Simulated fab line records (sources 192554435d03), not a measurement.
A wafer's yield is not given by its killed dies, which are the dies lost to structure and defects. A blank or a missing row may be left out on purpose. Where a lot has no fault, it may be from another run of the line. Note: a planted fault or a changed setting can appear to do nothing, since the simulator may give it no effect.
Matching of chambers | flow n5 finfet | rie si-04 running N5_FIN_SAQP_MANDREL_ETCH_58: 4 sister chambers
The step etches a-Si in HBr/Cl2, stops on SiNx, target depth 45 nm, bt time 10 s, time 27 s. 27 wafers are shown with their chamber, then 12 later ones without.

== EACH WAFER AND ITS CHAMBER ==
wafer  | chamber | throttle valve pct (%) | oes product au (a.u.) | bias w (W)
L074.2 | 3       | 35.63                  | 0.715                 | 75.16
L074.3 | 2       | 35.33                  | 0.691                 | 75.01
L074.4 | 0       | 35.54                  | 0.696                 | 75.14
L075.3 | 1       | 35.39                  | 0.680                 | 74.89
L075.4 | 2       | 35.32                  | 0.703                 | 75.03
L075.5 | 3       | 35.64                  | 0.714                 | 75.01
L076.1 | 3       | 35.62                  | 0.719                 | 75.40
L076.2 | 1       | 35.39                  | 0.689                 | 74.84
L076.4 | 2       | 35.31                  | 0.707                 | 74.77
L077.1 | 3       | 35.62                  | 0.717                 | 74.73
L077.4 | 1       | 35.38                  | 0.700                 | 75.19
L077.6 | 3       | 35.64                  | 0.719                 | 74.91
L078.3 | 2       | 35.32                  | 0.691                 | 75.09
L078.5 | 1       | 35.37                  | 0.705                 | 74.53
L078.6 | 3       | 35.62                  | 0.727                 | 75.16
L079.1 | 1       | 35.40                  | 0.689                 | 74.92
L079.2 | 0       | 35.56                  | 0.696                 | 74.79
L079.6 | 3       | 35.65                  | 0.723                 | 75.13
L085.1 | 3       | 35.63                  | 0.713                 | 75.41
L085.3 | 1       | 35.36                  | 0.701                 | 75.22
L085.5 | 0       | 35.53                  | 0.709                 | 75.01
L086.1 | 0       | 35.54                  | 0.703                 | 75.04
L086.2 | 3       | 35.65                  | 0.714                 | 74.94
L086.3 | 1       | 35.40                  | 0.685                 | 75.11
L088.1 | 3       | 35.65                  | 0.714                 | 75.05
L088.4 | 1       | 35.37                  | 0.696                 | 74.86
L088.5 | 3       | 35.62                  | 0.719                 | 74.99

SIGNATURES (averages over the wafers above)
reading            | chamber 0 | chamber 1 | chamber 2 | chamber 3 | scatter within a chamber
throttle valve pct | 35.5425   | 35.3825   | 35.3200   | 35.6336   | 0.013
oes product au     | 0.70100   | 0.69312   | 0.69800   | 0.71764   | 0.00674
bias w             | 74.9950   | 74.9450   | 74.9750   | 75.0809   | 0.197
Rule: distance of a wafer from a chamber = root of the sum over the readings of ((wafer's reading minus chamber's mean) / reading's scatter) squared. The wafer belongs to the nearest chamber; if the next one is less than 2 further off, it can't be placed. The scatter: take each reading less its chamber's mean, square it, sum over the shown wafers, divide by the number of wafers less the number of chambers, and take the root.

== WAFERS WITHOUT THEIR CHAMBER ==
wafer  | throttle valve pct (%) | oes product au (a.u.) | bias w (W)
L090.3 | 35.40                  | 0.684                 | 74.56
L090.4 | 35.31                  | 0.707                 | 74.78
L090.6 | 35.32                  | 0.692                 | 74.99
L092.2 | 35.53                  | 0.704                 | 75.19
L092.3 | 35.35                  | 0.697                 | 75.26
L092.4 | 35.37                  | 0.690                 | 74.61
L094.1 | 35.35                  | 0.683                 | 75.44
L094.2 | 35.64                  | 0.713                 | 74.94
L094.4 | 35.38                  | 0.698                 | 74.60
L097.1 | 35.38                  | 0.691                 | 74.96
L097.4 | 35.63                  | 0.716                 | 74.67
L097.5 | 35.63                  | 0.726                 | 74.73

== EACH ONE'S CHAMBER ==
wafer  | from the rows above     | in truth
L090.3 | 1                       | 1
L090.4 | 2                       | 2
L090.6 | 2                       | 2
L092.2 | 0                       | 0
L092.3 | can't be placed: 2 or 1 | 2
L092.4 | 1                       | 1
L094.1 | can't be placed: 1 or 2 | 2
L094.2 | 3                       | 3
L094.4 | 1                       | 1
L097.1 | 1                       | 1
L097.4 | 3                       | 3
L097.5 | 3                       | 3
10 of 12 placed correctly. These rows do not allow placing 2 (true chamber among the candidates in 2). 0 placed wrongly.
